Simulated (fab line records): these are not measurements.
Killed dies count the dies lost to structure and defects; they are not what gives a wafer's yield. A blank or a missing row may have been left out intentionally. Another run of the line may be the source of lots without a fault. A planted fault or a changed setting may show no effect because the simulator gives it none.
Commonality check across tools :: flow nand harc :: 42 wafers sampled across 14 lots

## WHY THIS WAS OPENED
At NHARC_A_CHANNEL_HOLE_D2_CD_MEAS_31 the reading cd nm is flagged on 2 of 14 lots. Fault-free wafers read 89.9 nm, with a standard deviation of 1.
Rule: a lot is flagged in two cases, either no wafer of it has a number, or all its wafers with numbers fall more than 4 standard deviations from that mean. As for the other lots, they are considered sound.

lot: L311
measured: day 14 02:23
on: cd sem-02
cd nm (nm), wafer by wafer: 90.6 90.1 90.1
flag: 

lot: L310
measured: day 14 03:43
on: cd sem-01
cd nm (nm), wafer by wafer: 89.5 89.1 89.8
flag: 

lot: L314
measured: day 15 09:43
on: cd sem-01
cd nm (nm), wafer by wafer: 89.5 88.2 88.9
flag: 

lot: L317
measured: day 16 21:08
on: cd sem-03
cd nm (nm), wafer by wafer: -0.1 0.4 0.1
flag: FLAGGED

lot: L318
measured: day 17 11:58
on: cd sem-02
cd nm (nm), wafer by wafer: 0.5 1.6 1.1
flag: FLAGGED

lot: L324
measured: day 19 15:42
on: cd sem-01
cd nm (nm), wafer by wafer: 90.8 89.6 89.2
flag: 

lot: L325
measured: day 20 01:18
on: cd sem-02
cd nm (nm), wafer by wafer: 90.9 89.8 90.4
flag: 

lot: L326
measured: day 20 19:02
on: cd sem-01
cd nm (nm), wafer by wafer: 88.7 88.5 88.3
flag: 

lot: L328
measured: day 21 07:38
on: cd sem-03
cd nm (nm), wafer by wafer: 89.8 88.7 88.9
flag: 

lot: L327
measured: day 21 08:36
on: cd sem-01
cd nm (nm), wafer by wafer: 89.6 90.0 90.1
flag: 

lot: L329
measured: day 21 17:01
on: cd sem-03
cd nm (nm), wafer by wafer: 89.6 88.8 89.3
flag: 

lot: L330
measured: day 22 12:40
on: cd sem-01
cd nm (nm), wafer by wafer: 90.5 89.4 90.6
flag: 

lot: L331
measured: day 22 20:41
on: cd sem-02
cd nm (nm), wafer by wafer: 89.9 90.3 89.8
flag: 

lot: L332
measured: day 23 01:34
on: cd sem-02
cd nm (nm), wafer by wafer: 88.7 90.1 90.1
flag: 
The numbers of the flagged lots are 0.6 nm on average: -89.3 nm against the usual, or -89 standard deviations.

## WHICH TOOL EACH LOT WENT THROUGH
Before the reading, the record contains 2 process steps out of a 1302-step route. Each cell gives the tool, then ch followed by the chambers the sampled wafers passed through, then the start.
lot: L311
flag: 
NHARC_A_CHANNEL_HOLE_D2_ETCH_20: har etch-02 ch 0, day 13 21:01
NHARC_A_CHANNEL_HOLE_D2_ETCH_26: har etch-02 ch 0, day 14 00:39

lot: L310
flag: 
NHARC_A_CHANNEL_HOLE_D2_ETCH_20: har etch-01 ch 0,1, day 13 22:22
NHARC_A_CHANNEL_HOLE_D2_ETCH_26: har etch-01 ch 0,1, day 14 02:00

lot: L314
flag: 
NHARC_A_CHANNEL_HOLE_D2_ETCH_20: har etch-02 ch 0,1, day 15 04:27
NHARC_A_CHANNEL_HOLE_D2_ETCH_26: har etch-02 ch 0,1, day 15 08:04

lot: L317
flag: FLAGGED
NHARC_A_CHANNEL_HOLE_D2_ETCH_20: har etch-02 ch 0,1, day 16 15:46
NHARC_A_CHANNEL_HOLE_D2_ETCH_26: har etch-02 ch 0,1, day 16 19:25

lot: L318
flag: FLAGGED
NHARC_A_CHANNEL_HOLE_D2_ETCH_20: har etch-01 ch 0,1, day 17 06:33
NHARC_A_CHANNEL_HOLE_D2_ETCH_26: har etch-01 ch 0,1, day 17 10:13

lot: L324
flag: 
NHARC_A_CHANNEL_HOLE_D2_ETCH_20: har etch-02 ch 0,1, day 19 10:17
NHARC_A_CHANNEL_HOLE_D2_ETCH_26: har etch-02 ch 0,1, day 19 13:58

lot: L325
flag: 
NHARC_A_CHANNEL_HOLE_D2_ETCH_20: har etch-01 ch 0,1, day 19 19:10
NHARC_A_CHANNEL_HOLE_D2_ETCH_26: har etch-01 ch 0,1, day 19 23:37

lot: L326
flag: 
NHARC_A_CHANNEL_HOLE_D2_ETCH_20: har etch-01 ch 0,1, day 20 13:41
NHARC_A_CHANNEL_HOLE_D2_ETCH_26: har etch-01 ch 0,1, day 20 17:20

lot: L328
flag: 
NHARC_A_CHANNEL_HOLE_D2_ETCH_20: har etch-01 ch 0,1, day 21 02:13
NHARC_A_CHANNEL_HOLE_D2_ETCH_26: har etch-01 ch 0,1, day 21 05:53

lot: L327
flag: 
NHARC_A_CHANNEL_HOLE_D2_ETCH_20: har etch-02 ch 0, day 21 03:13
NHARC_A_CHANNEL_HOLE_D2_ETCH_26: har etch-02 ch 0, day 21 06:52

lot: L329
flag: 
NHARC_A_CHANNEL_HOLE_D2_ETCH_20: har etch-01 ch 0,1, day 21 11:35
NHARC_A_CHANNEL_HOLE_D2_ETCH_26: har etch-01 ch 0,1, day 21 15:15

lot: L330
flag: 
NHARC_A_CHANNEL_HOLE_D2_ETCH_20: har etch-02 ch 0,1, day 22 07:16
NHARC_A_CHANNEL_HOLE_D2_ETCH_26: har etch-02 ch 0,1, day 22 10:55

lot: L331
flag: 
NHARC_A_CHANNEL_HOLE_D2_ETCH_20: har etch-02 ch 0,1, day 22 15:17
NHARC_A_CHANNEL_HOLE_D2_ETCH_26: har etch-02 ch 0,1, day 22 18:56

lot: L332
flag: 
NHARC_A_CHANNEL_HOLE_D2_ETCH_20: har etch-02 ch 0,1, day 22 20:10
NHARC_A_CHANNEL_HOLE_D2_ETCH_26: har etch-02 ch 0,1, day 22 23:49
What these steps do:
- NHARC_A_CHANNEL_HOLE_D2_ETCH_20: etches the open film in C4F8/O2/Ar, time 361.9 s, target depth 1600 nm.
- NHARC_A_CHANNEL_HOLE_D2_ETCH_26: etches the open film in C4F8/O2/Ar, time 224.1 s, target depth 300 nm.
- NHARC_A_CHANNEL_HOLE_D2_CD_MEAS_31

## FLAGGED AGAINST TOTAL, ONE TOOL AT A TIME (gauges that did the reading follow at the end)
step: NHARC_A_CHANNEL_HOLE_D2_ETCH_20
tool: har etch-01
lots run: 6
flagged: 1
share of the flagged lots: some
sound lots run after its first flagged lot: 4 (L325,L326,L328,L329)

step: NHARC_A_CHANNEL_HOLE_D2_ETCH_20
tool: har etch-02
lots run: 8
flagged: 1
share of the flagged lots: some
sound lots run after its first flagged lot: 5 (L324,L327,L330,L331,L332)

step: NHARC_A_CHANNEL_HOLE_D2_ETCH_26
tool: har etch-01
lots run: 6
flagged: 1
share of the flagged lots: some
sound lots run after its first flagged lot: 4 (L325,L326,L328,L329)

step: NHARC_A_CHANNEL_HOLE_D2_ETCH_26
tool: har etch-02
lots run: 8
flagged: 1
share of the flagged lots: some
sound lots run after its first flagged lot: 5 (L324,L327,L330,L331,L332)

step: NHARC_A_CHANNEL_HOLE_D2_CD_MEAS_31
tool: cd sem-01
lots run: 6
flagged: 0
share of the flagged lots: none
sound lots run after its first flagged lot: -

step: NHARC_A_CHANNEL_HOLE_D2_CD_MEAS_31
tool: cd sem-02
lots run: 5
flagged: 1
share of the flagged lots: some
sound lots run after its first flagged lot: 3 (L325,L331,L332)

step: NHARC_A_CHANNEL_HOLE_D2_CD_MEAS_31
tool: cd sem-03
lots run: 3
flagged: 1
share of the flagged lots: some
sound lots run after its first flagged lot: 2 (L328,L329)

## WHAT THE TABLE PERMITS
No row of the table ran every flagged lot.

## WHAT THE SIMULATOR HAD INSERTED
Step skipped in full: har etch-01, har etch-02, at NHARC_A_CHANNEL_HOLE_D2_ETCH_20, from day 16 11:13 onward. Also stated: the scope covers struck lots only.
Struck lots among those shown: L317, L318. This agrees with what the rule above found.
